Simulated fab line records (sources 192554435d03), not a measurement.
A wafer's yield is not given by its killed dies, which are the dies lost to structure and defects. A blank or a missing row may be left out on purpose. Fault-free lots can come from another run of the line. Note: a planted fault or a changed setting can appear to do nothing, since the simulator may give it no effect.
Split-lot study    flow n5 finfet    21 wafers read from 7 lots, route of 1938 steps

## ON THE SPLIT
At N5_BEOL_M10_PEB_26 (peb time 60 s), the setting peb time s was moved away from the recipe's 60 s on 8 of the 21 wafers read, by -11.8% to +19.3%. This setting was run at the recipe's value on the other wafers.

## THE PATH FROM SPLIT TO READING: the file shows 1 step between them
- N5_BEOL_M10_DEVELOP_27: develop time 30 s

## THE READING
Shown in nm: cd nm at N5_BEOL_M10_CD_MEAS_28, with target cd 70 nm. On this fab line, fault-free wafers typically give 69.5 nm with a standard deviation of 0.96 nm.

wafer   tool, chamber at the split  peb time s as run, s  against the recipe  cd nm, nm  against lot-mates on the recipe
L075.1  litho track-04, 0           60                    recipe              70.3       -
L075.3  litho track-04, 0           60                    recipe              68.8       -
L075.6  litho track-04, 0           60                    recipe              70.7       -
L076.4  litho track-02, 0           60                    recipe              69.8       -
L076.5  litho track-02, 0           60                    recipe              70.3       -
L076.6  litho track-02, 0           65.52                 +9.2%               74.0       +4.0
L084.1  litho track-02, 0           52.92                 -11.8%              66.1       -4.6
L084.2  litho track-02, 0           60                    recipe              70.7       -
L084.3  litho track-02, 0           52.92                 -11.8%              66.6       -4.1
L087.1  litho track-01, 0           71.33                 +18.9%              77.3       +7.8
L087.2  litho track-01, 0           71.33                 +18.9%              76.2       +6.7
L087.6  litho track-01, 0           60                    recipe              69.5       -
L090.1  litho track-04, 0           60                    recipe              69.1       -
L090.3  litho track-04, 0           66.17                 +10.3%              74.2       +5.1
L090.6  litho track-04, 0           66.17                 +10.3%              74.5       +5.4
L092.2  litho track-01, 0           60                    recipe              68.1       -
L092.3  litho track-01, 0           60                    recipe              70.0       -
L092.6  litho track-01, 0           71.6                  +19.3%              76.3       +7.2
L097.1  litho track-01, 0           60                    recipe              67.2       -
L097.5  litho track-01, 0           60                    recipe              67.2       -
L097.6  litho track-01, 0           60                    recipe              67.7       -

FIT RESULTS
A straight line over all 21 wafers: cd nm changes by +0.371 nm for each +1% of peb time s; r = +0.94; the points scatter about the line by 1.2 nm.
The same after taking each lot's own level away (the mean of its wafers on the recipe; 21 wafers): +0.393 nm for each +1%; r = +0.98; scatter 0.65 nm.
That fit puts the effect of the largest move of peb time s on the reading at 7.6 nm.
Measured against the standard deviation above, the lots' own levels, which go from 67.37 to 70.70 nm, span 3.5 times it.
The two slopes agree, so the slope changes little with the lot-to-lot level.
Check: for one of the wafers moved furthest among these (+19.3%), held out of the fit, the line's prediction against its lot-mates is +7.86 nm. Against them it came out at +7.25 nm.

## THESE WAFERS: OTHER SPLITS
Note: prior to the reading, these wafers also went through further splits. Each is held against what the fit with the lots' levels taken away leaves over:
other split on the same wafers    wafers away from the commonest value  r with cd nm (lot level and that fit taken away)
N5_BEOL_M7_ETCH_62 source w       12                                    -0.02
N5_BEOL_M7_COAT_71 spin rpm       5                                     -0.39
N5_BEOL_M8_VIA_ETCH_34 bias w     10                                    -0.40
N5_BEOL_M8_TRENCH_ETCH_37 bias w  8                                     -0.15
N5_BEOL_M9_COAT_05 spin rpm       5                                     -0.12
N5_BEOL_M10_COAT_22 spin rpm      6                                     +0.04

## FILE'S OWN FIT
cd nm changes by +0.393 nm for each +1% of peb time s, r = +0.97.
